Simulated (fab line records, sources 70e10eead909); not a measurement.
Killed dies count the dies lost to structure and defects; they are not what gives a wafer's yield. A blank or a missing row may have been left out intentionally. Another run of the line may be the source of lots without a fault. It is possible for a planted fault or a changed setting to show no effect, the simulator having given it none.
fab line records ; flow nand_harc
record lots=7; wafers=21; last_day=24
route steps=1159 shown THIN_TSV@1140 END@1159
lots that met no fault: taken from a fault-free run of the same line
start_h: start of the lot's first displayed wafer, in hours after the record's first day ; wait_h: how many hours have passed since the lot's step before this one ; " identical to the entry in the row above ; L1.1+2: a row that stands for several wafers ; - value missing, or start not given ; * or withheld: withheld ; < > ~ a bound
route shown NAME@n: a module of which the file shows steps, and the number in the route of the first ; usual: mean and standard deviation over wafers with no fault ; same: alike in all rows ; chamber/n: place in a boat ; sites: the reading at each site ; _std_site: the standard deviation of these ; _edge_site: mean of outer sites minus mean of inner sites ; radius_mm: for every site, how far away it sits from the centre of the wafer ; mask NAME#n: copy n ; behind: the tool/chamber that last shaped the wafer ; hold: reason for holding the lot/hours on hold/outcome of the hold ; device: the n, p or np transistor that did not switch ; end of line: the route-end tests of the same wafers ; a step with no rows: only its recipe ; killed: count of dies lost to structure and defects at first sort (not the wafer's yield) ; map: a wafer's dies, marking killed ones x, the rest . and places with no die _
set.NAME: the setting that was run; set.NAME@STEP: the one run at that earlier step ; model.NAME: the simulator's own value behind a step, which no gauge read
lots seen at some steps along the route; tables by step, rows by wafer
services: a tool's chamber out of use, with start hour (start_h, from the record's first day; less than 0 if before it), hours out, and reason
## steps
# step NHARC_THIN_TSV_DEHYDRATE_25
# recipe temp_c=150; time_s=120
# step NHARC_THIN_TSV_HMDS_26
# recipe time_s=30
# step NHARC_THIN_TSV_COAT_27
# recipe spin_rpm=*
# step NHARC_THIN_TSV_SOFTBAKE_28
# recipe temp_c=122; time_s=95
# step NHARC_THIN_TSV_EBR_29
# step NHARC_THIN_TSV_EXPOSE_30
# recipe na=0.55; dose_mj=11.47; mask_id=PAD
# step NHARC_THIN_TSV_PEB_31
# recipe peb_temp_c=118; peb_time_s=85
# step NHARC_THIN_TSV_DEVELOP_32
# recipe time_s=70
# step NHARC_THIN_TSV_CD_MEAS_33
# recipe target_cd_nm=5000; landing_energy_ev=500
# usual cd_nm=5000.2/1.6
lot.wafer;tool;chamber;start_h;wait_h;cd_nm
L270.1;cd_sem-03;0;485.31;-;5001.7
L270.5;cd_sem-03;0;485.31;-;4999.3
L270.6;cd_sem-03;0;485.31;-;5000.2
L272.1;cd_sem-01;0;501.41;-;5001.3
L272.3;cd_sem-01;0;501.41;-;5003.2
L272.6;cd_sem-01;0;501.41;-;5002.8
L274.1;cd_sem-01;0;502.80;-;4999.5
L274.2;cd_sem-01;0;502.80;-;5000.4
L274.5;cd_sem-01;0;502.80;-;5002.1
L280.3;cd_sem-02;0;538.75;-;5003.2
L280.4;cd_sem-02;0;538.75;-;5001.9
L280.5;cd_sem-02;0;538.75;-;5001.5
L282.1;cd_sem-02;0;552.61;-;4998.5
L282.2;cd_sem-02;0;552.61;-;4999.7
L282.5;cd_sem-02;0;552.61;-;5000.4
L284.2;cd_sem-01;0;558.37;-;5000.3
L284.5;cd_sem-01;0;558.37;-;5001.4
L284.6;cd_sem-01;0;558.37;-;5002.6
L283.2;cd_sem-02;0;564.45;-;4999.1
L283.3;cd_sem-02;0;564.45;-;4999.0
L283.5;cd_sem-02;0;564.45;-;4996.7
# step NHARC_THIN_TSV_HARDBAKE_34
# recipe temp_c=125; time_s=80
# step NHARC_THIN_TSV_DESCUM_35
# recipe time_s=3; o2_flow_sccm=200; ar_flow_sccm=0; bias_power_w=0; chemistry=O2
# usual drypump_motor_current_A=5.6/0.52; o2_flow_sccm=200.0/0.58; oes_product_au=0.998/0.0071; rf_vpp_V=57.8/0.93; showerhead_plenum_p_Torr=1.91/0.089; throttle_valve_pct=11.311/0.0088
lot.wafer;tool;chamber;start_h;wait_h;drypump_motor_current_A;o2_flow_sccm;oes_product_au;rf_hours_counter_h;rf_vpp_V;showerhead_plenum_p_Torr;throttle_valve_pct
L270.1;rie_diel-04;1;485.49;-;5.0;199.7;1.001;1;57.7;1.92;11.297
L270.5;rie_diel-04;3;485.49;-;6.0;199.5;1.011;-;57.1;1.77;11.320
L270.6;rie_diel-04;0;485.49;-;5.3;198.9;1.001;-;58.0;1.91;11.301
L272.3;rie_diel-04;3;501.57;-;6.0;199.6;1.001;3;58.2;1.77;11.298
L272.1;rie_diel-04;1;501.57;-;5.0;200.6;1.008;3;59.0;1.92;11.313
L272.6;rie_diel-04;3;501.57;-;6.0;200.0;1.009;-;57.3;1.77;11.308
L274.1;rie_diel-02;3;502.99;-;5.9;200.5;0.996;12;58.2;2.02;11.308
L274.2;rie_diel-02;0;502.99;-;5.4;199.6;1.005;10;57.7;1.84;11.305
L274.5;rie_diel-02;2;502.99;-;5.8;199.3;0.995;-;58.0;1.95;11.309
L280.4;rie_diel-07;1;538.92;-;4.7;200.1;1.003;9;57.9;1.77;11.299
L280.3;rie_diel-07;2;538.92;-;6.4;200.6;0.987;7;57.8;2.02;11.303
L280.5;rie_diel-07;1;538.92;-;4.7;198.5;0.993;-;56.7;1.77;11.298
L282.1;rie_diel-04;2;552.77;-;6.0;200.6;0.994;9;57.0;1.97;11.299
L282.2;rie_diel-04;1;552.77;-;5.0;199.2;1.006;10;58.5;1.92;11.309
L282.5;rie_diel-04;1;552.77;-;5.0;199.6;1.007;-;58.1;1.92;11.306
L284.2;rie_diel-02;0;558.55;-;5.4;200.4;1.001;4;58.2;1.84;11.307
L284.6;rie_diel-02;3;558.55;-;5.9;200.6;1.004;-;58.6;2.02;11.321
L284.5;rie_diel-02;0;558.55;-;5.4;200.5;1.001;-;56.2;1.84;11.302
L283.2;rie_diel-04;3;564.62;-;6.0;201.0;0.996;12;57.2;1.77;11.320
L283.3;rie_diel-04;2;564.62;-;6.0;199.7;0.995;12;57.2;1.97;11.315
L283.5;rie_diel-04;2;564.62;-;6.0;200.4;1.006;-;58.6;1.97;11.303
# step NHARC_THIN_TSV_ETCH_59
# recipe target_depth_a=8800; icp_w=900; bias_w=100; Cl2_flow_sccm=60; bcl3_flow_sccm=30; time_s=138.1; chemistry=Cl2/BCl3
# usual bcl3_flow_sccm=30.01/0.083; drypump_motor_current_A=5.7/0.32; oes_product_au=0.998/0.0078; throttle_valve_pct=22.264/0.0093
lot.wafer;tool;chamber;start_h;wait_h;bcl3_flow_sccm;drypump_motor_current_A;oes_product_au;rf_hours_counter_h;throttle_valve_pct
L270.1;rie_metal-03;0;485.59;0.1;30.08;5.7;0.988;0.5;22.253
L270.6;rie_metal-03;0;485.59;0.1;29.95;5.7;1.008;-;22.258
L270.5;rie_metal-03;1;485.59;0.1;30.01;5.8;1.005;-;22.280
L272.1;rie_metal-03;0;501.72;0.1;30.07;5.7;1.000;1.0;22.265
L272.3;rie_metal-03;1;501.72;0.1;30.15;5.8;1.018;-;22.255
L272.6;rie_metal-03;1;501.72;0.1;30.09;5.8;1.001;-;22.268
L274.1;rie_metal-02;1;503.09;0.1;29.96;5.9;0.991;4.2;22.271
L274.2;rie_metal-02;0;503.09;0.1;30.16;6.0;0.989;2.2;22.262
L274.5;rie_metal-02;1;503.09;0.1;30.07;5.9;1.002;-;22.271
L280.3;rie_metal-03;0;539.11;0.2;30.09;5.7;0.997;-;22.278
L280.4;rie_metal-03;1;539.11;0.2;30.15;5.8;1.003;-;22.259
L280.5;rie_metal-03;1;539.11;0.2;30.03;5.8;1.001;-;22.281
L282.1;rie_metal-03;0;552.92;0.1;30.06;5.7;1.002;2.7;22.268
L282.2;rie_metal-03;1;552.92;0.1;30.05;5.8;0.998;2.7;22.234
L282.5;rie_metal-03;0;552.92;0.1;30.02;5.7;0.993;-;22.263
L284.2;rie_metal-02;1;558.66;0.1;30.06;5.9;1.007;5.8;22.273
L284.6;rie_metal-02;1;558.66;0.1;30.02;5.9;1.010;-;22.269
L284.5;rie_metal-02;0;558.66;0.1;30.04;6.0;0.992;-;22.270
L283.2;rie_metal-02;0;564.79;0.2;29.97;6.0;0.986;3.7;22.259
L283.3;rie_metal-02;1;564.79;0.2;30.09;5.9;1.002;-;22.247
L283.5;rie_metal-02;0;564.79;0.2;30.04;6.0;0.991;-;22.267
# step NHARC_THIN_TSV_ETCH_36
# recipe target_depth_a=650; over_etch_frac=0.3; time_s=18.571; ion_energy_ev=150; chemistry=Cl2/BCl3
# usual drypump_motor_current_A=5.7/0.31; oes_product_au=1.000/0.0071; over_etch_frac=0.3/0
lot.wafer;tool;chamber;start_h;wait_h;drypump_motor_current_A;oes_product_au;over_etch_frac;rf_hours_counter_h
L270.1;rie_metal-03;1;485.86;0.2;5.7;0.994;0.3;0.7
L270.6;rie_metal-03;1;485.86;0.2;5.8;1.015;0.3;-
L270.5;rie_metal-03;0;485.86;0.2;5.7;1.002;0.3;-
L272.1;rie_metal-03;0;501.99;0.2;5.7;1.006;0.3;1.1
L272.3;rie_metal-03;1;501.99;0.2;5.8;0.995;0.3;-
L272.6;rie_metal-03;1;501.99;0.2;5.8;1.003;0.3;-
L274.2;rie_metal-02;1;503.35;0.2;5.9;1.010;0.3;4.3
L274.1;rie_metal-02;0;503.35;0.2;5.9;0.987;0.3;2.3
L274.5;rie_metal-02;1;503.35;0.2;5.9;1.003;0.3;-
L280.4;rie_metal-03;0;539.30;0.1;5.7;1.001;0.5071;-
L280.3;rie_metal-03;1;539.30;0.1;5.7;0.999;0.5071;-
L280.5;rie_metal-03;0;539.30;0.1;5.7;1.004;0.5071;-
L282.2;rie_metal-03;0;553.19;0.2;5.7;1.003;0.5071;2.8
L282.1;rie_metal-03;1;553.19;0.2;5.8;1.004;0.5071;2.8
L282.5;rie_metal-03;1;553.19;0.2;5.8;0.997;0.5071;-
L284.2;rie_metal-02;0;558.93;0.2;5.9;0.996;0.3;3.5
L284.5;rie_metal-02;1;558.93;0.2;5.9;1.004;0.3;-
L284.6;rie_metal-02;0;558.93;0.2;6.0;0.993;0.3;-
L283.2;rie_metal-03;0;565.04;0.2;5.7;1.003;0.5071;3.2
L283.3;rie_metal-03;0;565.04;0.2;5.7;1.000;0.5071;-
L283.5;rie_metal-03;0;565.04;0.2;5.7;0.992;0.5071;-
# step NHARC_THIN_TSV_STRIP_56
# recipe power_w=1500; temp_c=250; chemistry=O2
# usual drypump_motor_current_A=5.58/0.15; heater_power_w=308/30
lot.wafer;tool;chamber;start_h;wait_h;drypump_motor_current_A;heater_power_w;rf_hours_counter_h
L270.1;plasma_asher-02;0;485.95;0.1;5.55;291;38
L270.6;plasma_asher-02;0;485.95;0.1;5.51;279;-
L270.5;plasma_asher-02;1;485.95;0.1;5.44;301;-
L272.1;plasma_asher-02;1;502.13;0.1;5.44;298;45
L272.3;plasma_asher-02;0;502.13;0.1;5.56;285;-
L272.6;plasma_asher-02;0;502.13;0.1;5.54;282;-
L274.2;plasma_asher-02;0;503.45;0.1;5.50;286;45
L274.1;plasma_asher-02;1;503.45;0.1;5.43;302;45
L274.5;plasma_asher-02;1;503.45;0.1;5.45;302;-
L280.3;plasma_asher-01;0;546.78;7.5;5.56;362;-
L280.4;plasma_asher-01;1;546.78;7.5;5.85;292;-
L280.5;plasma_asher-01;1;546.78;7.5;5.84;292;-
L282.1;plasma_asher-02;1;553.29;0.1;5.45;304;5
L282.2;plasma_asher-02;0;553.29;0.1;5.55;282;5
L282.5;plasma_asher-02;0;553.29;0.1;5.56;277;-
L284.2;plasma_asher-02;1;559.07;0.1;5.43;301;8
L284.6;plasma_asher-02;0;559.07;0.1;5.51;280;-
L284.5;plasma_asher-02;1;559.07;0.1;5.44;303;-
L283.2;plasma_asher-01;0;565.19;0.1;5.57;363;32
L283.3;plasma_asher-01;1;565.19;0.1;5.84;286;-
L283.5;plasma_asher-01;0;565.19;0.1;5.56;351;-
# step NHARC_END_SORT_01
# recipe temp_c=25
# usual defect_limited_yield=95.4/1.4; killed_at_array=27/10; killed_at_other=0.6/1; killed_at_periphery=3.4/2.7; killed_dies=31/9.7; killed_open=3.4/1.7; killed_short=2.2/1.5; sort_bin_2_pct=1.4/0.57; sort_bin_3_pct=0.25/0.23; sort_bin_4_pct=3.0/0.94; sort_n_pass=646/9.7; sort_rim_yield_pct=95.3/3; sort_yield_pct=95.4/1.4
# same gross_dies=677; sort_bin_5_pct[%]=0; sort_bin_6_pct[%]=0; sort_bin_7_pct[%]=0; sort_bin_8_pct[%]=0; sort_rim_n_gross=106.00
lot.wafer;tool;chamber;start_h;wait_h;defect_limited_yield[%];killed_at_array;killed_at_other;killed_at_periphery;killed_dies;killed_open;killed_short;sort_bin_2_pct[%];sort_bin_3_pct[%];sort_bin_4_pct[%];sort_n_pass;sort_rim_yield_pct[%];sort_yield_pct[%]
L274.1;prober-02;0;511.77;2.5;95.9;26;0;2;28;4;1;1.5;0.59;2.1;649;99.1;95.9
L274.2;prober-02;0;512.57;2.8;95.3;32;0;0;32;2;1;1.3;0.59;2.8;645;94.3;95.3
L274.5;prober-02;0;514.94;3.7;95.1;32;0;1;33;2;1;1.3;0.15;3.4;644;100.0;95.1
# killed by level:class
L274.1 A_CHANNEL_HOLE_D1:chamber_film_flake=14 A_CONTACT:chamber_film_flake=3 A_ZERO_WELL:chamber_film_flake=2 P_CONTACT:geometric_particle:open=1 P_M0:geometric_particle:open=1 A_WL_FILL:geometric_particle:short=1 A_WL_FILL:geometric_particle:open=1 A_M0:geometric_particle:open=1
L274.2 A_CHANNEL_HOLE_D1:chamber_film_flake=19 A_CONTACT:chamber_film_flake=6 A_BLC:chamber_film_flake=3 A_CHANNEL_HOLE_D1:geometric_particle:short=1 A_WL_FILL:geometric_particle:open=1 A_M1:geometric_particle:open=1 A_STAIRCASE:chamber_film_flake=1
L274.5 A_CHANNEL_HOLE_D1:chamber_film_flake=16 A_CONTACT:chamber_film_flake=6 A_BLC:chamber_film_flake=5 A_ZERO_WELL:chamber_film_flake=2 A_CHANNEL_HOLE_D1:geometric_particle:short=1 A_SGD_CUT:geometric_particle:open=1 A_M0:geometric_particle:open=1 P_GATE:chamber_film_flake=1
## services
tool;chamber;start_h;hours;kind
plasma_asher-02;-;461.84;5.1;repair
rie_metal-03;0;462.00;-;clean
rie_metal-03;1;462.00;-;clean
rie_diel-07;2;462.78;10.5;repair
rie_diel-04;-;466.09;9.0;pm
rie_diel-04;0;466.09;9.0;vent_cycle
rie_diel-04;1;466.09;9.0;vent_cycle
rie_diel-04;2;466.09;9.0;vent_cycle
rie_metal-03;-;481.16;2.7;repair
rie_diel-04;2;490.01;6.0;repair
rie_diel-07;2;490.78;20.1;repair
rie_diel-04;0;495.67;81.4;repair
rie_metal-03;-;504.20;0.2;repair
rie_diel-02;-;504.91;9.0;pm
plasma_asher-01;-;521.08;10.2;repair
plasma_asher-02;-;537.35;9.0;pm
plasma_asher-02;0;537.35;9.0;vent_cycle
plasma_asher-02;1;537.35;9.0;vent_cycle
plasma_asher-02;0;546.35;-;clean
plasma_asher-02;1;546.35;-;clean
rie_metal-02;0;547.92;5.7;repair
rie_metal-02;-;565.00;9.0;pm
rie_metal-02;0;565.00;9.0;vent_cycle
rie_metal-02;1;565.00;9.0;vent_cycle
## key
first_sign step=NHARC_THIN_TSV_ETCH_36; reading=over_etch_frac; direction=up; sigmas=99+; usual=0.3; struck=0.5071
effect none on later readings
met_at NHARC_THIN_TSV_ETCH_36
struck_wafers L280.3,L280.4,L280.5,L282.1,L282.2,L282.5,L283.2,L283.3,L283.5
onset_between 501.99 539.30
fault kind=process_parameter_drift; tool=rie_metal-03; chamber=-; onset_h=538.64; steps=NHARC_THIN_TSV_ETCH_36; channel=over_etch_frac; offset=0.2071; shape=step; end_h=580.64; stated=0.3
